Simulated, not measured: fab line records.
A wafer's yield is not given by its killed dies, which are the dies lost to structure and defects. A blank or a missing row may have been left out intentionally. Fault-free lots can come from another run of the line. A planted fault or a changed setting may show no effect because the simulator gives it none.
Matching of chambers | flow n5 finfet | cmp-03 running N5_GATE_CUT_CMP_61: 4 sister chambers
The step polishes, stops on SiNx, t overpolish 3 s. 20 wafers are shown with their chamber, then 10 later ones without.

## WAFERS WITH THEIR CHAMBER
wafer  | chamber | motor current A (A) | slurry filter dp kPa (kPa) | slurry flow ml min
L074.3 | 3       | 11.7                | 13.31                      | 149.6
L074.5 | 0       | 12.6                | 13.54                      | 149.6
L074.6 | 1       | 13.2                | 13.49                      | 149.3
L079.2 | 1       | 12.7                | 13.62                      | 150.5
L079.3 | 0       | 12.0                | 13.23                      | 150.0
L079.6 | 2       | 11.2                | 13.59                      | 150.1
L080.2 | 0       | 13.0                | 13.63                      | 150.0
L080.3 | 3       | 12.0                | 13.51                      | 150.5
L080.5 | 3       | 11.2                | 13.24                      | 150.8
L084.2 | 1       | 13.2                | 13.39                      | 150.8
L084.5 | 0       | 13.4                | 13.43                      | 151.3
L084.6 | 3       | 11.7                | 13.55                      | 150.2
L085.3 | 0       | 12.8                | 13.50                      | 149.7
L085.4 | 3       | 12.5                | 13.60                      | 151.0
L085.6 | 0       | 13.0                | 13.41                      | 149.5
L086.2 | 1       | 14.3                | 13.50                      | 150.1
L086.4 | 3       | 11.5                | 13.39                      | 150.0
L086.5 | 2       | 10.9                | 13.60                      | 151.2
L088.4 | 3       | 12.0                | 13.49                      | 150.4
L088.5 | 1       | 12.4                | 13.50                      | 150.4

SIGNATURES, as means of the wafers listed above
reading              | chamber 0 | chamber 1 | chamber 2 | chamber 3 | scatter within a chamber
motor current A      | 12.800    | 13.160    | 11.050    | 11.800    | 0.518
slurry filter dp kPa | 13.4567   | 13.5000   | 13.5950   | 13.4414   | 0.118
slurry flow ml min   | 150.017   | 150.220   | 150.650   | 150.357   | 0.584
Rule: a wafer lies at a distance from a chamber equal to the root of the sum of squares, over the readings, of (its reading less the chamber's mean, divided by the reading's scatter). The wafer belongs to the nearest chamber; if the next one is less than 2 further off, it can't be placed. The scatter: the root of (the sum of the squares of (reading less its chamber's mean) over the shown wafers, divided by (wafers less chambers)).

## WAFERS MISSING THEIR CHAMBER
wafer  | motor current A (A) | slurry filter dp kPa (kPa) | slurry flow ml min
L088.6 | 12.7                | 13.56                      | 149.8
L092.2 | 12.7                | 13.61                      | 150.4
L092.3 | 11.2                | 13.50                      | 149.6
L092.6 | 11.3                | 13.51                      | 150.0
L094.1 | 12.9                | 13.60                      | 149.8
L094.2 | 11.2                | 13.08                      | 150.3
L094.6 | 11.2                | 13.60                      | 150.9
L096.2 | 13.4                | 13.38                      | 150.1
L096.5 | 13.2                | 13.68                      | 150.0
L096.6 | 12.5                | 13.69                      | 149.9

## THE CHAMBER EACH PASSED THROUGH
wafer  | from the rows above               | in truth
L088.6 | can't be placed: 0 or 1 or 3      | 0
L092.2 | can't be placed: 1 or 0 or 3 or 2 | 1
L092.3 | can't be placed: 3 or 2 or 0      | 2
L092.6 | can't be placed: 3 or 2 or 0      | 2
L094.1 | can't be placed: 1 or 0 or 3      | 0
L094.2 | can't be placed: 3 or 2 or 0 or 1 | 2
L094.6 | can't be placed: 2 or 3           | 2
L096.2 | can't be placed: 1 or 0           | 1
L096.5 | can't be placed: 1 or 0 or 3      | 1
L096.6 | can't be placed: 0 or 1 or 3 or 2 | 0
Correctly placed: 0 of 10. Can't be placed from these rows: 10 (the true chamber is among the candidates in 10). 0 placed wrongly.
